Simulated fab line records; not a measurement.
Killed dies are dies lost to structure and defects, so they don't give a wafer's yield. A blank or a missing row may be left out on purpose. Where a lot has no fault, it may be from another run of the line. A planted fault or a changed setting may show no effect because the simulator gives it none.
Problem report, 8D (eight disciplines) form, completed by code -- flow n5_finfet -- the parts of the form that need people (team, actions taken, sign-off) are left out

1. THE PROBLEM
At N5_BEOL_M12_COAT_66, plate_temp_C averages 217.70 C over 9 wafers from 3 lots, while fault-free wafers read 219.99 C, standard deviation 0.18. Relative to the usual mean, that is a shift of -13 standard deviations.
The step: time 60 s, resist thk 110 nm.
Seen first at day 14 04:23 on litho_track-01, wafer L537.1. Wafers with a number at this step in the record: 33, from 11 lots. By rule, "out" or "out of limits" means more than 4 standard deviations away from the usual mean. Any other wafer with a number is counted as sound.

2. WHAT IT IS, WHAT IT ISN'T
question,is,is not
which readings at this step,plate_temp_C,"resist_line_temp_C, spin_speed_rpm"
which lots,"L537, L538, L540","L527, L529, L530, L531, L543, L544, L547, L548"
which wafers of those lots,all that have a number,-
read on which tools,litho_track-01,litho_track-04
when,from day 14 04:23,"up to then (12 sound wafers); but 12 sound wafers of L543, L544, L547, L548 came after"

3. WHAT RULES OUT EACH SUSPECT
Counting: a tool at any process step up to the reading remains a suspect when it ran all the lots that are out and ran no sound lot after the first of those.
- litho_track-01 at N5_BEOL_M12_COAT_66 (time 60 s, resist thk 110 nm): ruled out as a lasting fault. Following L537 (day 14 04:23), the first lot on it that is out, the sound lots L548 were run on it.
Left after counting: nothing in the record.

4. THE CAUSE (what the simulator had put in)
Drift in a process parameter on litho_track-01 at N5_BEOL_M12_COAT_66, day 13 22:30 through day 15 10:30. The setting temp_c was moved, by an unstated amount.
Counting ruled it out, wrongly.

5. THE EFFECT CHAIN, in route order
Each row: a reading where the mean over the struck wafers with a number is more than 3 standard deviations away from the usual. Readings are gone through only where the record gives a usual standard deviation; hours: the median, over the lots, of the time from a lot's start at the first step in this table giving one to that lot's start at this step; sigmas: the change measured in usual standard deviations.
hours,step,reading,usual,on struck wafers,change,sigmas
0,N5_BEOL_M12_COAT_66,plate_temp_C,219.99 C,217.70,-2.29,-13
Its process steps:
- N5_BEOL_M12_COAT_66: time 60 s, resist thk 110 nm.
Later measuring or inspecting steps at which every struck wafer that the step has a row for has a number for every such reading, and none has moved that far: N5_BEOL_M12_CD_MEAS_28.

6. WHAT WOULD HAVE CAUGHT IT SOONER
In this record the first reading out of limits was taken at day 14 04:23, 6 hours after the fault began at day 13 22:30.
